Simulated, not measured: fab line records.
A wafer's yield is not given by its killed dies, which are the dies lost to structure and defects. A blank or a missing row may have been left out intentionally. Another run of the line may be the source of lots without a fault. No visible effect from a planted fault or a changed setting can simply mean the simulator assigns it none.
Which tool is to blame? + flow nand_harc + 24 lots with 72 wafers sampled at 4 steps, on a route of 1159 steps

WHAT THE GAUGES SHOWED, per wafer
NHARC_A_M1_OVL_MEAS_10: pitch 240 nm. Usual: overlay_x_nm -0.2 nm, standard deviation 0.84; overlay_y_nm 0.1 nm, standard deviation 1.2.
| lot  | measured     | on         | overlay_x_nm (nm) | overlay_y_nm (nm) | flag |
|------|--------------|------------|-------------------|-------------------|------|
| L077 | day 18 01:17 | overlay-02 | -0.2 -0.6 -1.0    | 0.6 0.2 -0.1      |      |
| L074 | day 18 08:08 | overlay-02 | -1.6 -1.1 -1.3    | 0.6 0.1 -0.2      |      |
| L075 | day 18 08:50 | overlay-01 | -0.6 -1.1 -0.7    | -0.1 0.0 0.1      |      |
| L079 | day 18 09:01 | overlay-02 | 0.4 0.1 0.6       | -3.3 -2.8 -3.1    |      |
| L076 | day 18 09:46 | overlay-01 | -0.4 -0.6 -0.8    | 1.0 1.0 0.4       |      |
| L078 | day 18 10:24 | overlay-01 | 0.3 0.1 -0.2      | 0.0 0.3 0.5       |      |
| L080 | day 19 00:01 | overlay-01 | -1.3 -1.3 -1.4    | 0.7 0.6 0.7       |      |
| L081 | day 19 08:50 | overlay-01 | 0.0 -0.7 0.1      | 1.3 0.5 0.5       |      |
| L083 | day 19 10:01 | overlay-01 | 0.8 0.6 0.8       | -1.1 -0.4 -0.4    |      |
| L082 | day 19 11:05 | overlay-01 | -2.3 -1.3 -1.7    | -2.8 -2.9 -2.1    |      |
| L085 | day 20 02:46 | overlay-01 | -0.2 -0.8 0.2     | 0.7 0.5 -0.2      |      |
| L084 | day 20 03:33 | overlay-01 | -0.2 -0.6 -0.3    | 0.5 0.2 -0.5      |      |
| L087 | day 20 12:35 | overlay-01 | 1.3 1.5 1.4       | 0.7 0.8 -0.1      |      |
| L086 | day 20 17:46 | overlay-01 | 0.7 0.3 0.7       | 2.5 2.5 2.3       |      |
| L090 | day 21 09:46 | overlay-01 | 1.1 0.8 0.1       | -1.5 -1.9 -1.7    |      |
| L089 | day 21 12:28 | overlay-01 | 0.1 0.3 0.4       | 0.9 0.9 1.4       |      |
| L088 | day 21 19:06 | overlay-01 | -0.9 -1.4 -1.0    | -0.5 -1.0 -0.4    |      |
| L091 | day 22 00:15 | overlay-01 | 0.5 0.8 0.4       | 0.2 -0.1 0.1      |      |
| L093 | day 22 06:29 | overlay-02 | -0.8 -0.8 -1.1    | -0.3 0.6 0.4      |      |
| L092 | day 22 07:27 | overlay-01 | -1.6 -0.9 -1.1    | 1.1 0.9 0.5       |      |
| L094 | day 22 23:17 | overlay-02 | 0.8 1.3 0.1       | 0.4 0.3 0.8       |      |
| L096 | day 22 23:53 | overlay-02 | -0.1 0.4 0.8      | -0.6 -0.1 0.1     |      |
| L095 | day 23 02:07 | overlay-01 | -0.6 -0.1 -0.5    | 0.8 1.0 1.4       |      |
| L097 | day 23 05:01 | overlay-01 | 0.3 -0.1 0.2      | 1.4 1.4 1.1       |      |

WHICH TOOL RAN EACH LOT (tool, then ch and the chambers of the sampled wafers, then the start)
| lot  | NHARC_A_M0_ETCH_34                 | NHARC_A_M0_STRIP_18                | NHARC_A_M0_PVD_21                       |
|------|------------------------------------|------------------------------------|-----------------------------------------|
| L077 | rie_diel-03 ch 0,3, day 17 21:23   | rie_diel-10 ch 0,2,3, day 17 21:45 | pvd_sputter-01, day 18 01:17 or earlier |
| L074 | rie_diel-05 ch 1,3, day 18 04:11   | rie_diel-10 ch 0,1,3, day 18 04:30 | pvd_sputter-02, day 18 08:08 or earlier |
| L075 | rie_diel-03 ch 0,1,2, day 18 04:39 | rie_diel-05 ch 0,3, day 18 04:58   | pvd_sputter-03, day 18 08:50 or earlier |
| L079 | rie_diel-10 ch 0,2,3, day 18 05:04 | rie_diel-03 ch 1,2, day 18 05:23   | pvd_sputter-01, day 18 09:01 or earlier |
| L076 | rie_diel-03 ch 0,1, day 18 05:56   | rie_diel-03 ch 0,1, day 18 06:14   | pvd_sputter-03, day 18 09:46 or earlier |
| L078 | rie_diel-05 ch 0,3, day 18 06:14   | rie_diel-03 ch 0,1, day 18 06:47   | pvd_sputter-03, day 18 10:24 or earlier |
| L080 | rie_diel-05 ch 0,2, day 18 20:02   | rie_diel-03 ch 1,2,3, day 18 20:19 | pvd_sputter-02, day 19 00:01 or earlier |
| L081 | rie_diel-10 ch 1,2,3, day 19 04:55 | rie_diel-10 ch 1,2,3, day 19 05:14 | pvd_sputter-03, day 19 08:50 or earlier |
| L083 | rie_diel-05 ch 0,1,3, day 19 05:44 | rie_diel-03 ch 0,3, day 19 06:02   | pvd_sputter-02, day 19 10:01 or earlier |
| L082 | rie_diel-10 ch 1,2,3, day 19 07:13 | rie_diel-05 ch 0,1,3, day 19 07:34 | pvd_sputter-01, day 19 11:05 or earlier |
| L085 | rie_diel-10 ch 0,1,2, day 19 23:00 | rie_diel-03 ch 1,2,3, day 19 23:17 | pvd_sputter-02, day 20 02:46 or earlier |
| L084 | rie_diel-05 ch 0,1,2, day 19 23:40 | rie_diel-10 ch 0,1,2, day 19 23:57 | pvd_sputter-03, day 20 03:33 or earlier |
| L087 | rie_diel-05 ch 0,2,3, day 20 08:32 | rie_diel-05 ch 0,1,3, day 20 08:52 | pvd_sputter-01, day 20 12:35 or earlier |
| L086 | rie_diel-05 ch 0,3, day 20 13:56   | rie_diel-03 ch 1,2,3, day 20 14:16 | pvd_sputter-02, day 20 17:46 or earlier |
| L090 | rie_diel-05 ch 2,3, day 21 05:58   | rie_diel-10 ch 1,3, day 21 06:17   | pvd_sputter-03, day 21 09:46 or earlier |
| L089 | rie_diel-05 ch 0,3, day 21 08:33   | rie_diel-10 ch 1,3, day 21 08:50   | pvd_sputter-02, day 21 12:28 or earlier |
| L088 | rie_diel-05 ch 1,3, day 21 15:14   | rie_diel-10 ch 1,3, day 21 15:33   | pvd_sputter-03, day 21 19:06 or earlier |
| L091 | rie_diel-05 ch 0,1, day 21 20:08   | rie_diel-03 ch 2,3, day 21 20:25   | pvd_sputter-01, day 22 00:15 or earlier |
| L093 | rie_diel-03 ch 1,2,3, day 22 02:16 | rie_diel-05 ch 0,2,3, day 22 02:35 | pvd_sputter-01, day 22 06:29 or earlier |
| L092 | rie_diel-10 ch 1,2,3, day 22 03:35 | rie_diel-03 ch 0,1, day 22 03:53   | pvd_sputter-02, day 22 07:27 or earlier |
| L094 | rie_diel-10 ch 1,2, day 22 19:18   | rie_diel-10 ch 0,1,2, day 22 19:37 | pvd_sputter-03, day 22 23:17 or earlier |
| L096 | rie_diel-10 ch 0,1, day 22 19:56   | rie_diel-10 ch 0,1,2, day 22 20:19 | pvd_sputter-01, day 22 23:53 or earlier |
| L095 | rie_diel-03 ch 0,1,3, day 22 22:11 | rie_diel-10 ch 1,2, day 22 22:32   | pvd_sputter-01, day 23 02:07 or earlier |
| L097 | rie_diel-10 ch 1,2,3, day 23 01:08 | rie_diel-05 ch 1,2, day 23 01:25   | pvd_sputter-02, day 23 05:01 or earlier |
- NHARC_A_M0_ETCH_34: etches the open film in N2/H2, target depth 40 nm, overetch 12 nm, time 43.94 s.
- NHARC_A_M0_STRIP_18: strips in N2/H2.
- NHARC_A_M0_PVD_21: deposits Cu, target thk 30 nm, time 20.49 s.

AS READ BY THE TOOLS THEMSELVES (means over the sampled wafers that have a number; for cases with no such wafer, the mark the record gives instead)
NHARC_A_M0_ETCH_34. Usual: drypump_motor_current_A 5.7 A, standard deviation 0.41; mfc_ar_sccm 0.008 sccm, standard deviation 0.014; oes_product_au 1.002 a.u., standard deviation 0.0097; rf_vpp_V 430.0 V, standard deviation 2.7; showerhead_plenum_p_Torr 2.02 Torr, standard deviation 0.092; throttle_valve_pct 14.171 %, standard deviation 0.0091.
| lot  | tool        | drypump_motor_current_A (A) | mfc_ar_sccm (sccm) | oes_product_au (a.u.) | rf_vpp_V (V) | showerhead_plenum_p_Torr (Torr) | throttle_valve_pct (%) | flag |
|------|-------------|-----------------------------|--------------------|-----------------------|--------------|---------------------------------|------------------------|------|
| L077 | rie_diel-03 | 5.6                         | 0.029              | 1.005                 | 429.2        | 2.01                            | 14.171                 |      |
| L074 | rie_diel-05 | 6.1                         | 0.004              | 0.995                 | 427.9        | 1.93                            | 14.170                 |      |
| L075 | rie_diel-03 | 5.4                         | 0.002              | 0.994                 | 428.0        | 1.96                            | 14.177                 |      |
| L079 | rie_diel-10 | 5.9                         | 0.000              | 1.012                 | 430.0        | 2.04                            | 14.180                 |      |
| L076 | rie_diel-03 | 5.7                         | 0.000              | 1.012                 | 428.0        | 1.96                            | 14.168                 |      |
| L078 | rie_diel-05 | 5.8                         | 0.026              | 1.003                 | 431.4        | 2.07                            | 14.164                 |      |
| L080 | rie_diel-05 | 5.6                         | 0.024              | 1.010                 | 432.3        | 2.09                            | 14.156                 |      |
| L081 | rie_diel-10 | 5.8                         | 0.000              | 1.001                 | 432.0        | 2.09                            | 14.174                 |      |
| L083 | rie_diel-05 | 5.8                         | 0.014              | 1.003                 | 429.4        | 2.02                            | 14.176                 |      |
| L082 | rie_diel-10 | 5.8                         | 0.000              | 0.999                 | 431.8        | 2.09                            | 14.179                 |      |
| L085 | rie_diel-10 | 5.5                         | 0.000              | 1.008                 | 431.1        | 2.08                            | 14.172                 |      |
| L084 | rie_diel-05 | 5.7                         | 0.012              | 1.008                 | 430.1        | 2.04                            | 14.166                 |      |
| L087 | rie_diel-05 | 5.9                         | 0.014              | 1.005                 | 429.3        | 2.00                            | 14.164                 |      |
| L086 | rie_diel-05 | 6.1                         | 0.016              | 1.005                 | 429.3        | 1.99                            | 14.182                 |      |
| L090 | rie_diel-05 | 6.0                         | 0.003              | 1.000                 | 427.3        | 1.93                            | 14.173                 |      |
| L089 | rie_diel-05 | 5.8                         | 0.026              | 1.006                 | 431.6        | 2.07                            | 14.169                 |      |
| L088 | rie_diel-05 | 6.2                         | 0.004              | 1.004                 | 427.4        | 1.93                            | 14.177                 |      |
| L091 | rie_diel-05 | 5.6                         | 0.012              | 1.000                 | 430.6        | 2.05                            | 14.167                 |      |
| L093 | rie_diel-03 | 5.5                         | 0.017              | 1.002                 | 427.6        | 1.93                            | 14.168                 |      |
| L092 | rie_diel-10 | 5.8                         | 0.000              | 1.001                 | 431.4        | 2.08                            | 14.171                 |      |
| L094 | rie_diel-10 | 5.4                         | 0.000              | 0.993                 | 432.6        | 2.13                            | 14.179                 |      |
| L096 | rie_diel-10 | 5.3                         | 0.000              | 1.009                 | 431.8        | 2.06                            | 14.166                 |      |
| L095 | rie_diel-03 | 5.6                         | 0.015              | 1.015                 | 428.7        | 1.98                            | 14.173                 |      |
| L097 | rie_diel-10 | 5.8                         | 0.000              | 0.998                 | 431.9        | 2.08                            | 14.169                 |      |

NHARC_A_M0_STRIP_18. Usual: drypump_motor_current_A 5.6 A, standard deviation 0.42; mfc_ar_sccm 0.006 sccm, standard deviation 0.012; oes_product_au 1.003 a.u., standard deviation 0.01; rf_vpp_V 90.5 V, standard deviation 0.95; showerhead_plenum_p_Torr 2.01 Torr, standard deviation 0.091; throttle_valve_pct 14.171 %, standard deviation 0.0091.
| lot  | tool        | drypump_motor_current_A (A) | mfc_ar_sccm (sccm) | oes_product_au (a.u.) | rf_vpp_V (V) | showerhead_plenum_p_Torr (Torr) | throttle_valve_pct (%) | flag |
|------|-------------|-----------------------------|--------------------|-----------------------|--------------|---------------------------------|------------------------|------|
| L077 | rie_diel-10 | 5.8                         | 0.000              | 1.005                 | 91.5         | 2.04                            | 14.168                 |      |
| L074 | rie_diel-10 | 5.6                         | 0.000              | 1.008                 | 90.6         | 2.08                            | 14.173                 |      |
| L075 | rie_diel-05 | 6.1                         | 0.016              | 1.006                 | 89.8         | 1.99                            | 14.173                 |      |
| L079 | rie_diel-03 | 5.3                         | 0.005              | 0.999                 | 88.9         | 1.90                            | 14.173                 |      |
| L076 | rie_diel-03 | 5.5                         | 0.000              | 1.005                 | 90.7         | 2.01                            | 14.176                 |      |
| L078 | rie_diel-03 | 5.5                         | 0.000              | 1.003                 | 89.9         | 2.01                            | 14.167                 |      |
| L080 | rie_diel-03 | 5.5                         | 0.017              | 1.008                 | 90.2         | 1.93                            | 14.169                 |      |
| L081 | rie_diel-10 | 5.8                         | 0.000              | 1.004                 | 90.0         | 2.09                            | 14.178                 |      |
| L083 | rie_diel-03 | 5.4                         | 0.015              | 1.008                 | 90.6         | 2.03                            | 14.173                 |      |
| L082 | rie_diel-05 | 5.8                         | 0.014              | 1.001                 | 90.5         | 2.02                            | 14.166                 |      |
| L085 | rie_diel-03 | 5.5                         | 0.017              | 1.004                 | 91.0         | 1.93                            | 14.173                 |      |
| L084 | rie_diel-10 | 5.5                         | 0.000              | 0.996                 | 90.4         | 2.08                            | 14.169                 |      |
| L087 | rie_diel-05 | 5.8                         | 0.014              | 1.009                 | 90.3         | 2.02                            | 14.172                 |      |
| L086 | rie_diel-03 | 5.5                         | 0.017              | 1.003                 | 89.2         | 1.93                            | 14.165                 |      |
| L090 | rie_diel-10 | 5.9                         | 0.000              | 0.992                 | 90.3         | 2.08                            | 14.178                 |      |
| L089 | rie_diel-10 | 5.9                         | 0.000              | 0.994                 | 91.0         | 2.08                            | 14.173                 |      |
| L088 | rie_diel-10 | 5.5                         | 0.000              | 1.004                 | 90.8         | 2.12                            | 14.178                 |      |
| L091 | rie_diel-03 | 5.2                         | 0.019              | 1.000                 | 90.1         | 1.93                            | 14.164                 |      |
| L093 | rie_diel-05 | 5.9                         | 0.014              | 1.003                 | 90.3         | 2.00                            | 14.168                 |      |
| L092 | rie_diel-03 | 5.7                         | 0.000              | 0.996                 | 90.9         | 1.95                            | 14.178                 |      |
| L094 | rie_diel-10 | 5.4                         | 0.000              | 1.012                 | 90.8         | 2.08                            | 14.165                 |      |
| L096 | rie_diel-10 | 5.5                         | 0.000              | 1.006                 | 91.6         | 2.08                            | 14.169                 |      |
| L095 | rie_diel-10 | 5.4                         | 0.000              | 0.996                 | 90.7         | 2.13                            | 14.159                 |      |
| L097 | rie_diel-05 | 5.7                         | 0.000              | 0.995                 | 90.4         | 1.98                            | 14.173                 |      |

NHARC_A_M0_PVD_21. Usual: throttle_valve_pct 30.3 %, standard deviation 1.6.
| lot  | tool           | throttle_valve_pct (%) | flag |
|------|----------------|------------------------|------|
| L077 | pvd_sputter-01 | 28.6                   |      |
| L074 | pvd_sputter-02 | 31.0                   |      |
| L075 | pvd_sputter-03 | 30.0                   |      |
| L079 | pvd_sputter-01 | 29.9                   |      |
| L076 | pvd_sputter-03 | 31.5                   |      |
| L078 | pvd_sputter-03 | 30.5                   |      |
| L080 | pvd_sputter-02 | 30.5                   |      |
| L081 | pvd_sputter-03 | 31.0                   |      |
| L083 | pvd_sputter-02 | 30.5                   |      |
| L082 | pvd_sputter-01 | 30.0                   |      |
| L085 | pvd_sputter-02 | 30.9                   |      |
| L084 | pvd_sputter-03 | 29.5                   |      |
| L087 | pvd_sputter-01 | 29.9                   |      |
| L086 | pvd_sputter-02 | 30.9                   |      |
| L090 | pvd_sputter-03 | 29.4                   |      |
| L089 | pvd_sputter-02 | 30.2                   |      |
| L088 | pvd_sputter-03 | 30.5                   |      |
| L091 | pvd_sputter-01 | 29.3                   |      |
| L093 | pvd_sputter-01 | 29.3                   |      |
| L092 | pvd_sputter-02 | 30.7                   |      |
| L094 | pvd_sputter-03 | 30.8                   |      |
| L096 | pvd_sputter-01 | 29.5                   |      |
| L095 | pvd_sputter-01 | 30.2                   |      |
| L097 | pvd_sputter-02 | 30.7                   |      |

THE ANSWER, worked out from the rows above alone
Rule: lot off if the mean of its wafers having a number is beyond 3 standard deviations from the usual mean. Also off: a lot with no number at a reading for which 4 or more lots have one. All remaining lots with rows at the step are treated as sound. After the gauges, taken in route order, come the tools' own readings; for these a lot's mean is taken, as printed above. At the first step where some lot is off, the reading lying furthest off is the one used; lots without a number count as furthest.
No lot is off at any reading shown: from this, nothing can be told.

WHAT HAD BEEN PUT IN BY THE SIMULATOR
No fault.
